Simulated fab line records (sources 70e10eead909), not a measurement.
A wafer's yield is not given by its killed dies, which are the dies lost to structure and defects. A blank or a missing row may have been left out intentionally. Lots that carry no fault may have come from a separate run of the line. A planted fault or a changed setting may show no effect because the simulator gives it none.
Which tool was responsible? | flow nand-harc | 24 lots, 72 wafers sampled, at 6 steps of a route of 1159

## WHAT THE GAUGES SHOWED, per wafer
The record holds no reading of a measuring or inspecting step that can be judged against a usual standard deviation.

## WHAT TOOL EACH LOT RAN ON (gives the tool, then ch and the chambers of the sampled wafers, and finally the start)
lot  | NHARC_A_STAIRCASE_DEP_151       | NHARC_A_STAIRCASE_DEP_325       | NHARC_A_SGD_CUT_ETCH_59                       | NHARC_A_SLIT_ETCH_17             | NHARC_A_SLIT_ETCH_29               | NHARC_A_CONTACT_ETCH_117
L074 | pecvd-02 ch 0,1, day 12 09:58   | pecvd-01 ch 0,2, day 13 00:38   | rie-diel-12 ch 1,2, day 14 10:58 or earlier   | har-etch-01 ch 1, day 14 10:58   | rie-diel-10 ch 1,2,3, day 14 13:06 | har-cap-etch-01 ch 0,1, day 16 05:47
L077 | pecvd-01 ch 0,1,2, day 12 23:28 | pecvd-04 ch 0,1, day 13 16:35   | rie-diel-06 ch 1,2,3, day 14 18:56 or earlier | har-etch-01 ch 0,1, day 14 18:56 | rie-diel-11 ch 2,3, day 14 20:34   | har-cap-etch-03 ch 0,1, day 16 14:46
L078 | pecvd-01 ch 1,2, day 13 04:32   | pecvd-01 ch 0,1,2, day 13 20:49 | rie-diel-12 ch 1,3, day 14 20:52 or earlier   | har-etch-01 ch 0,1, day 14 20:52 | rie-diel-11 ch 1,2, day 14 22:29   | har-cap-etch-03 ch 0,1, day 16 21:46
L075 | pecvd-02 ch 1,2, day 13 04:36   | pecvd-02 ch 0,1,2, day 13 20:57 | rie-diel-06 ch 0,3, day 14 20:14 or earlier   | har-etch-02 ch 0, day 14 20:14   | rie-diel-05 ch 2,3, day 14 22:08   | har-cap-etch-01 ch 0,1, day 16 21:09
L076 | pecvd-04 ch 0,1,2, day 13 04:40 | pecvd-04 ch 0,2, day 13 20:46   | rie-diel-12 ch 0,2, day 14 18:19 or earlier   | har-etch-02 ch 0,1, day 14 18:19 | rie-diel-05 ch 0,2, day 14 20:26   | har-cap-etch-02 ch 0,1, day 16 14:53
L079 | pecvd-01 ch 1,2, day 13 15:13   | pecvd-02 ch 0,2, day 14 05:32   | rie-diel-09 ch 0,1,3, day 15 08:46 or earlier | har-etch-02 ch 0,1, day 15 08:46 | rie-diel-10 ch 1,2,3, day 15 10:38 | har-cap-etch-01 ch 1, day 17 05:59
L080 | pecvd-02 ch 0,1,2, day 13 15:13 | pecvd-01 ch 0,1,2, day 14 05:25 | rie-diel-06 ch 0,2,3, day 15 09:05 or earlier | har-etch-01 ch 0,1, day 15 09:05 | rie-diel-11 ch 0,2,3, day 15 11:13 | har-cap-etch-02 ch 0,1, day 17 09:03
L082 | pecvd-04 ch 0,1,2, day 14 05:16 | pecvd-04 ch 1,2, day 14 19:24   | rie-diel-09 ch 0,1,2, day 16 02:40 or earlier | har-etch-02 ch 0,1, day 16 02:40 | rie-diel-10 ch 1,2,3, day 16 04:34 | har-cap-etch-03 ch 0,1, day 18 07:14
L081 | pecvd-04 ch 0,2, day 14 09:43   | pecvd-04 ch 0,1,2, day 15 00:50 | rie-diel-06 ch 1,2, day 16 02:26 or earlier   | har-etch-01 ch 0,1, day 16 02:26 | rie-diel-05 ch 0,2, day 16 04:17   | har-cap-etch-02 ch 0,1, day 17 22:50
L084 | pecvd-04 ch 0,2, day 14 17:58   | pecvd-01 ch 0,1,2, day 15 12:40 | rie-diel-09 ch 1,3, day 16 15:38 or earlier   | har-etch-01 ch 0,1, day 16 15:38 | rie-diel-05 ch 2,3, day 16 17:44   | har-cap-etch-02 ch 0,1, day 18 16:15
L083 | pecvd-01 ch 1,2, day 15 01:49   | pecvd-04 ch 1,2, day 15 16:53   | rie-diel-12 ch 0,3, day 16 17:33 or earlier   | har-etch-01 ch 0,1, day 16 17:33 | rie-diel-11 ch 0,3, day 16 19:23   | har-cap-etch-01 ch 0,1, day 18 13:26
L086 | pecvd-02 ch 0,1,2, day 15 19:43 | pecvd-04 ch 0,1,2, day 16 10:16 | rie-diel-06 ch 0,2,3, day 17 11:46 or earlier | har-etch-01 ch 0,1, day 17 11:46 | rie-diel-10 ch 0,1,3, day 17 13:50 | har-cap-etch-01 ch 0,1, day 19 11:31
L087 | pecvd-01 ch 0,1,2, day 15 19:49 | pecvd-02 ch 0,1,2, day 16 10:23 | rie-diel-06 ch 0,1, day 17 11:57 or earlier   | har-etch-02 ch 0,1, day 17 11:57 | rie-diel-05 ch 0,1, day 17 14:01   | har-cap-etch-03 ch 1, day 19 13:19
L088 | pecvd-02 ch 0,1, day 15 23:40   | pecvd-01 ch 0,1, day 16 16:52   | rie-diel-09 ch 0,1,2, day 18 02:51 or earlier | har-etch-01 ch 0,1, day 18 02:51 | rie-diel-11 ch 0,3, day 18 04:26   | har-cap-etch-02 ch 0,1, day 20 03:14
L089 | pecvd-01 ch 1,2, day 15 23:50   | pecvd-02 ch 0,2, day 16 17:16   | rie-diel-06 ch 0,2,3, day 18 00:44 or earlier | har-etch-02 ch 0,1, day 18 00:44 | rie-diel-10 ch 0,3, day 18 02:51   | har-cap-etch-03 ch 0, day 19 20:53
L085 | pecvd-02 ch 1,2, day 16 00:09   | pecvd-02 ch 1,2, day 16 17:44   | rie-diel-06 ch 1,2,3, day 18 00:31 or earlier | har-etch-01 ch 0,1, day 18 00:31 | rie-diel-11 ch 0,1, day 18 02:37   | har-cap-etch-02 ch 0,1, day 19 20:58
L090 | pecvd-02 ch 0,2, day 16 12:32   | pecvd-02 ch 0,1, day 17 05:37   | rie-diel-06 ch 0,1,2, day 18 10:44 or earlier | har-etch-02 ch 0, day 18 10:44   | rie-diel-11 ch 1,2, day 18 12:50   | har-cap-etch-01 ch 0,1, day 20 04:17
L091 | pecvd-02 ch 0,1,2, day 16 16:41 | pecvd-04 ch 1,2, day 17 05:39   | rie-diel-12 ch 0,2,3, day 18 09:04 or earlier | har-etch-02 ch 0,1, day 18 09:04 | rie-diel-11 ch 1,2,3, day 18 11:10 | har-cap-etch-02 ch 0,1, day 20 12:49
L092 | pecvd-01 ch 0,1, day 16 17:26   | pecvd-01 ch 0,1, day 17 05:38   | rie-diel-09 ch 0,2,3, day 18 11:29 or earlier | har-etch-01 ch 0,1, day 18 11:29 | rie-diel-05 ch 1,2,3, day 18 13:22 | har-cap-etch-01 ch 0,1, day 20 09:17
L093 | pecvd-01 ch 0,1,2, day 17 03:50 | pecvd-04 ch 0,1,2, day 17 19:13 | rie-diel-12 ch 1,2,3, day 18 21:10 or earlier | har-etch-02 ch 0,1, day 18 21:10 | rie-diel-11 ch 0,1,2, day 18 23:18 | har-cap-etch-01 ch 0,1, day 20 21:13
L095 | pecvd-02 ch 0,1,2, day 17 12:45 | pecvd-02 ch 1,2, day 18 05:07   | rie-diel-09 ch 1,2,3, day 19 09:38 or earlier | har-etch-01 ch 0,1, day 19 09:38 | rie-diel-10 ch 0,1, day 19 11:44   | har-cap-etch-01 ch 0,1, day 21 18:26
L094 | pecvd-01 ch 0,1,2, day 17 13:02 | pecvd-01 ch 0,1,2, day 18 05:24 | rie-diel-06 ch 0,1,2, day 19 11:49 or earlier | har-etch-01 ch 0,1, day 19 11:49 | rie-diel-11 ch 1,2,3, day 19 13:26 | har-cap-etch-03 ch 0,1, day 21 22:43
L097 | pecvd-01 ch 0,1, day 18 02:25   | pecvd-04 ch 0,1,2, day 18 19:07 | rie-diel-12 ch 1,2, day 20 02:33 or earlier   | har-etch-02 ch 0,1, day 20 02:33 | rie-diel-05 ch 0,2, day 20 04:14   | har-cap-etch-01 ch 0,1, day 22 03:46
L096 | pecvd-02 ch 0,2, day 18 10:53   | pecvd-04 ch 0,2, day 19 05:17   | rie-diel-12 ch 0,1,3, day 20 10:28 or earlier | har-etch-02 ch 0,1, day 20 10:28 | rie-diel-11 ch 1,2, day 20 12:04   | har-cap-etch-03 ch 0,1, day 22 11:46
- NHARC_A_STAIRCASE_DEP_151: deposits SiO2, target thk 3800 nm.
- NHARC_A_STAIRCASE_DEP_325: deposits SiO2, target thk 3800 nm.
- NHARC_A_SGD_CUT_ETCH_59: etches the open film in N2/H2, target depth 260 nm, time 406.25 s.
- NHARC_A_SLIT_ETCH_17: etches the open film in C4F8/O2/Ar, time 1687.5 s, target depth 10100 nm.
- NHARC_A_SLIT_ETCH_29: etches the open film in CF4/O2, target depth 100 nm, overetch 10 nm, time 55 s.
- NHARC_A_CONTACT_ETCH_117: etches the open film in C4F8/O2/Ar, time 94 s, target depth 922 nm.

## WHAT THE TOOLS THEMSELVES READ (means of the sampled wafers that have a number; where no wafer has one, the mark that the record gives instead)
NHARC_A_STAIRCASE_DEP_151.
lot  | tool     | heater-power-w (W)
L074 | pecvd-02 | 573
L077 | pecvd-01 | 670
L078 | pecvd-01 | 555
L075 | pecvd-02 | 655
L076 | pecvd-04 | 655
L079 | pecvd-01 | 684
L080 | pecvd-02 | 752
L082 | pecvd-04 | 598
L081 | pecvd-04 | 548
L084 | pecvd-04 | 560
L083 | pecvd-01 | 662
L086 | pecvd-02 | 739
L087 | pecvd-01 | 657
L088 | pecvd-02 | 641
L089 | pecvd-01 | 656
L085 | pecvd-02 | 845
L090 | pecvd-02 | 848
L091 | pecvd-02 | 701
L092 | pecvd-01 | 759
L093 | pecvd-01 | 665
L095 | pecvd-02 | 683
L094 | pecvd-01 | 630
L097 | pecvd-01 | 753
L096 | pecvd-02 | 768

NHARC_A_STAIRCASE_DEP_325.
lot  | tool     | heater-power-w (W)
L074 | pecvd-01 | 690
L077 | pecvd-04 | 661
L078 | pecvd-01 | 632
L075 | pecvd-02 | 664
L076 | pecvd-04 | 620
L079 | pecvd-02 | 674
L080 | pecvd-01 | 769
L082 | pecvd-04 | 684
L081 | pecvd-04 | 616
L084 | pecvd-01 | 647
L083 | pecvd-04 | 629
L086 | pecvd-04 | 620
L087 | pecvd-02 | 711
L088 | pecvd-01 | 725
L089 | pecvd-02 | 826
L085 | pecvd-02 | 747
L090 | pecvd-02 | 621
L091 | pecvd-04 | 635
L092 | pecvd-01 | 852
L093 | pecvd-04 | 655
L095 | pecvd-02 | 713
L094 | pecvd-01 | 629
L097 | pecvd-04 | 648
L096 | pecvd-04 | 572

NHARC_A_SGD_CUT_ETCH_59.
lot  | tool        | bias-w (W) | drypump-motor-current-A (A) | oes-product-au (a.u.) | rf-vpp-V (V) | showerhead-plenum-p-Torr (Torr) | throttle-valve-pct (%)
L074 | rie-diel-12 | 150.0      | 5.7                         | 1.007                 | 431.1        | 2.02                            | 14.168
L077 | rie-diel-06 | 150.0      | 5.7                         | 0.996                 | 429.8        | 2.01                            | 14.171
L078 | rie-diel-12 | 149.4      | 6.0                         | 1.011                 | 429.7        | 2.05                            | 14.168
L075 | rie-diel-06 | 150.5      | 5.9                         | 1.000                 | 428.7        | 1.97                            | 14.167
L076 | rie-diel-12 | 150.4      | 6.1                         | 0.990                 | 429.5        | 1.97                            | 14.173
L079 | rie-diel-09 | 149.5      | 5.2                         | 1.001                 | 431.6        | 2.09                            | 14.178
L080 | rie-diel-06 | 150.3      | 5.6                         | 0.994                 | 429.7        | 2.00                            | 14.180
L082 | rie-diel-09 | 149.9      | 5.6                         | 0.997                 | 430.8        | 2.06                            | 14.168
L081 | rie-diel-06 | 150.0      | 5.4                         | 0.997                 | 430.9        | 2.04                            | 14.175
L084 | rie-diel-09 | 149.6      | 5.2                         | 0.997                 | 431.5        | 2.06                            | 14.175
L083 | rie-diel-12 | 150.1      | 6.2                         | 1.000                 | 429.7        | 2.02                            | 14.166
L086 | rie-diel-06 | 149.9      | 5.6                         | 1.006                 | 429.0        | 2.00                            | 14.165
L087 | rie-diel-06 | 150.1      | 5.9                         | 0.998                 | 429.6        | 2.01                            | 14.169
L088 | rie-diel-09 | 149.8      | 5.6                         | 1.002                 | 431.7        | 2.06                            | 14.165
L089 | rie-diel-06 | 150.2      | 5.6                         | 1.000                 | 429.4        | 2.00                            | 14.169
L085 | rie-diel-06 | 149.4      | 5.7                         | 1.000                 | 430.0        | 2.01                            | 14.169
L090 | rie-diel-06 | 150.1      | 5.6                         | 0.993                 | 430.3        | 2.02                            | 14.160
L091 | rie-diel-12 | 149.9      | 6.2                         | 0.988                 | 430.4        | 2.04                            | 14.176
L092 | rie-diel-09 | 150.0      | 5.7                         | 1.000                 | 430.9        | 2.05                            | 14.171
L093 | rie-diel-12 | 150.4      | 6.1                         | 1.005                 | 430.9        | 2.06                            | 14.168
L095 | rie-diel-09 | 150.0      | 5.7                         | 1.006                 | 430.3        | 2.02                            | 14.178
L094 | rie-diel-06 | 150.1      | 5.7                         | 1.001                 | 429.4        | 2.02                            | 14.177
L097 | rie-diel-12 | 149.8      | 6.1                         | 0.995                 | 431.8        | 2.08                            | 14.166
L096 | rie-diel-12 | 150.6      | 5.9                         | 1.004                 | 429.5        | 1.98                            | 14.164

NHARC_A_SLIT_ETCH_17.
lot  | tool        | drypump-motor-current-A (A) | showerhead-plenum-p-Torr (Torr) | throttle-valve-pct (%)
L074 | har-etch-01 | 6.2                         | 3.80                            | 32.049
L077 | har-etch-01 | 6.3                         | 3.77                            | 32.054
L078 | har-etch-01 | 6.4                         | 3.75                            | 32.052
L075 | har-etch-02 | 5.5                         | 3.84                            | 32.038
L076 | har-etch-02 | 6.0                         | 3.84                            | 32.047
L079 | har-etch-02 | 5.7                         | 3.84                            | 32.044
L080 | har-etch-01 | 6.4                         | 3.75                            | 32.047
L082 | har-etch-02 | 5.7                         | 3.83                            | 32.044
L081 | har-etch-01 | 6.3                         | 3.77                            | 32.044
L084 | har-etch-01 | 6.4                         | 3.74                            | 32.044
L083 | har-etch-01 | 6.3                         | 3.77                            | 32.045
L086 | har-etch-01 | 6.4                         | 3.74                            | 32.048
L087 | har-etch-02 | 5.7                         | 3.82                            | 32.041
L088 | har-etch-01 | 6.3                         | 3.76                            | 32.046
L089 | har-etch-02 | 5.7                         | 3.82                            | 32.043
L085 | har-etch-01 | 6.3                         | 3.76                            | 32.050
L090 | har-etch-02 | 5.5                         | 3.82                            | 32.053
L091 | har-etch-02 | 6.0                         | 3.82                            | 32.036
L092 | har-etch-01 | 6.3                         | 3.75                            | 32.045
L093 | har-etch-02 | 6.0                         | 3.82                            | 32.045
L095 | har-etch-01 | 6.3                         | 3.75                            | 32.042
L094 | har-etch-01 | 6.3                         | 3.75                            | 32.049
L097 | har-etch-02 | 6.0                         | 3.81                            | 32.044
L096 | har-etch-02 | 5.7                         | 3.81                            | 32.045

NHARC_A_SLIT_ETCH_29.
lot  | tool        | bias-w (W) | drypump-motor-current-A (A) | oes-product-au (a.u.) | rf-vpp-V (V) | showerhead-plenum-p-Torr (Torr) | throttle-valve-pct (%)
L074 | rie-diel-10 | 99.9       | 5.7                         | 1.009                 | 196.1        | 1.29                            | 13.398
L077 | rie-diel-11 | 100.0      | 6.0                         | 0.997                 | 199.1        | 1.39                            | 13.388
L078 | rie-diel-11 | 100.1      | 6.1                         | 0.992                 | 197.7        | 1.32                            | 13.394
L075 | rie-diel-05 | 99.9       | 5.9                         | 1.006                 | 197.5        | 1.37                            | 13.395
L076 | rie-diel-05 | 99.8       | 5.9                         | 0.997                 | 197.0        | 1.31                            | 13.401
L079 | rie-diel-10 | 100.2      | 5.7                         | 1.004                 | 197.0        | 1.29                            | 13.396
L080 | rie-diel-11 | 100.1      | 6.0                         | 0.993                 | 199.5        | 1.37                            | 13.396
L082 | rie-diel-10 | 100.1      | 5.7                         | 1.007                 | 197.0        | 1.29                            | 13.398
L081 | rie-diel-05 | 100.3      | 5.9                         | 1.001                 | 197.5        | 1.32                            | 13.399
L084 | rie-diel-05 | 100.0      | 5.8                         | 1.001                 | 199.4        | 1.40                            | 13.390
L083 | rie-diel-11 | 99.9       | 6.1                         | 1.004                 | 198.6        | 1.36                            | 13.391
L086 | rie-diel-10 | 99.8       | 5.6                         | 1.005                 | 197.6        | 1.33                            | 13.394
L087 | rie-diel-05 | 99.7       | 5.3                         | 1.005                 | 196.6        | 1.27                            | 13.398
L088 | rie-diel-11 | 99.9       | 6.1                         | 1.006                 | 198.1        | 1.34                            | 13.397
L089 | rie-diel-10 | 100.1      | 5.8                         | 1.003                 | 197.3        | 1.34                            | 13.401
L085 | rie-diel-11 | 100.2      | 6.1                         | 1.001                 | 196.9        | 1.29                            | 13.395
L090 | rie-diel-11 | 99.9       | 6.0                         | 1.001                 | 198.5        | 1.36                            | 13.390
L091 | rie-diel-11 | 100.0      | 6.0                         | 1.002                 | 198.2        | 1.35                            | 13.401
L092 | rie-diel-05 | 100.2      | 5.6                         | 0.995                 | 197.5        | 1.34                            | 13.395
L093 | rie-diel-11 | 100.1      | 6.1                         | 1.010                 | 198.1        | 1.33                            | 13.393
L095 | rie-diel-10 | 100.0      | 5.6                         | 1.007                 | 199.4        | 1.38                            | 13.394
L094 | rie-diel-11 | 100.2      | 6.1                         | 1.000                 | 198.2        | 1.35                            | 13.404
L097 | rie-diel-05 | 100.2      | 5.9                         | 1.005                 | 197.5        | 1.32                            | 13.402
L096 | rie-diel-11 | 100.1      | 6.0                         | 1.000                 | 198.2        | 1.36                            | 13.394

## THE ANSWER, worked out from the rows above alone
Rule: the lots themselves supply what counts as usual. Put in order of their means at a reading, lots are off if they are a third of the lots or fewer, leave a main group of 4 or more, and stand apart from it by a gap of 3 or more times the standard deviation of the main group's means; of several such gaps the widest counts. The tables above print the reading to a certain number of digits; a main group whose means all agree to those digits is not used. A lot without any number at a reading at which 4 lots or more have one is off too. Where the step has rows for the other lots, those lots are counted as sound. Order of review: gauges by route order, followed by the tools' own readings, for which a lot's mean as printed above is used. At the first step where some lot is off, the reading lying furthest off is the one used; lots without a number count as furthest.
No lot is off on any of the readings shown, so nothing can be concluded from this.

## WHAT THE SIMULATOR HAD INSERTED
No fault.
